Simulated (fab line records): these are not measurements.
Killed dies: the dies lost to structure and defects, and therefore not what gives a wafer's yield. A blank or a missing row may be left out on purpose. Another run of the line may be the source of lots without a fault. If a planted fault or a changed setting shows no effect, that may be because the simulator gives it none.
Split-lot experiment | flow n5_finfet | on a route of 1938 steps: 7 lots, 21 wafers read

ON THE SPLIT
At N5_BEOL_M1_ETCH_64 (etches SOC in N2/H2, target depth 75 nm, overetch 15 nm, time 112.5 s), the setting bias_w was moved away from the recipe's 150 W on 9 of the 21 wafers read, by -16.2% to +15.8%. The other wafers ran this setting at the recipe's value.

The reading is taken at the split's own step.

THE READING
rf_vpp_V, in V, at N5_BEOL_M1_ETCH_64 (etches SOC in N2/H2, target depth 75 nm, overetch 15 nm, time 112.5 s). A value of 523.8 V with a standard deviation of 2.4 V is what fault-free wafers of this fab line usually give.

wafer  | tool, chamber at the split | bias_w as run, W | against the recipe | rf_vpp_V, V | against lot-mates on the recipe
L074.1 | rie_diel-01, 3             | 125.7            | -16.2%             | 466.2       | -56.6
L074.2 | rie_diel-01, 0             | 150              | recipe             | 522.8       | -
L074.6 | rie_diel-01, 3             | 125.7            | -16.2%             | 466.9       | -55.9
L078.2 | rie_diel-01, 2             | 150              | recipe             | 525.9       | -
L078.3 | rie_diel-01, 0             | 165.4            | +10.3%             | 557.2       | +31.3
L078.4 | rie_diel-01, 3             | 165.4            | +10.3%             | 555.5       | +29.6
L080.1 | rie_diel-03, 1             | 150              | recipe             | 522.2       | -
L080.3 | rie_diel-03, 0             | 150              | recipe             | 524.8       | -
L080.4 | rie_diel-03, 3             | 150              | recipe             | 522.5       | -
L081.2 | rie_diel-03, 1             | 150              | recipe             | 522.0       | -
L081.4 | rie_diel-03, 2             | 150              | recipe             | 525.0       | -
L081.5 | rie_diel-03, 0             | 173.7            | +15.8%             | 574.9       | +51.4
L089.1 | rie_diel-01, 2             | 134.6            | -10.3%             | 491.8       | -30.9
L089.2 | rie_diel-01, 0             | 150              | recipe             | 523.2       | -
L089.3 | rie_diel-01, 3             | 150              | recipe             | 522.3       | -
L091.2 | rie_diel-03, 1             | 150              | recipe             | 522.5       | -
L091.4 | rie_diel-03, 3             | 150              | recipe             | 521.4       | -
L091.5 | rie_diel-03, 3             | 166.6            | +11.1%             | 557.1       | +35.1
L093.1 | rie_diel-01, 1             | 128.5            | -14.3%             | 472.2       | -50.7
L093.2 | rie_diel-01, 0             | 150              | recipe             | 522.9       | -
L093.4 | rie_diel-01, 3             | 128.5            | -14.3%             | 474.3       | -48.6

THE FIT
A straight line over all 21 wafers: rf_vpp_V changes by +3.35 V for each +1% of bias_w; r = +1.00; the points scatter about the line by 1.8 V.
The same after taking each lot's own level away (the mean of its wafers on the recipe; 21 wafers): +3.31 V for each +1%; r = +1.00; scatter 1.8 V.
Per that fit: largest bias_w move, reading shift of 54 V.
The span of the lots' own levels, 521.95 to 525.90 V, comes to 1.6 times the standard deviation stated above.
Hence the lot-to-lot level has little effect on the slope; both slopes agree.
Check: -53.8 V against its lot-mates is what the line predicts for one of the wafers moved furthest among these (-16.2%) when that wafer is left out of the fit. Against them it came out at -56.6 V.
Tool readings at the split's step, against how far the setting was moved: rf_vpp_V r = +1.00.

THESE WAFERS: OTHER SPLITS
Note: prior to the reading, these wafers also went through further splits. Each is held against what the fit with the lots' levels taken away leaves over:
other split on the same wafers        | wafers away from the commonest value | r with rf_vpp_V (lot level and that fit taken away)
N5_MOL_CONTACT_COAG_COAT_02 spin_rpm  | 10                                   | -0.14
N5_MOL_CONTACT_COAG_ALD_27 ald_cycles | 6                                    | -0.05
N5_MOL_CONTACT_COAG_COAT_76 spin_rpm  | 12                                   | +0.05
N5_MOL_CONTACT_COAG_DESCUM_45 time_s  | 5                                    | -0.12
N5_BEOL_M0_SAQP_DESCUM_45 time_s      | 7                                    | +0.00
N5_BEOL_M0_SAQP_ETCH_88 source_w      | 7                                    | -0.23
N5_BEOL_M0_CUTY_ETCH_63 source_w      | 7                                    | -0.22

THE WHOLE CHAIN: every reading that the file lists as answering this split, in the file's order
step               | what it does                                                          | reading                                                                          | change (the file's fit)                | r (the file's)
N5_BEOL_M1_ETCH_64 | etches SOC in N2/H2, target depth 75 nm, overetch 15 nm, time 112.5 s | rf_vpp_V                                                                         | +3.29 V for each +1% of the setting    | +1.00
N5_BEOL_M1_ETCH_64 | etches SOC in N2/H2, target depth 75 nm, overetch 15 nm, time 112.5 s | SiARC_of_BEOL_M1_COAT_62.thk_nm (the simulator's own value, which no gauge read) | -0.0611 nm for each +1% of the setting | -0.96

THE FILE'S OWN FIT
rf_vpp_V changes by +3.29 V for each +1% of bias_w, r = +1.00.
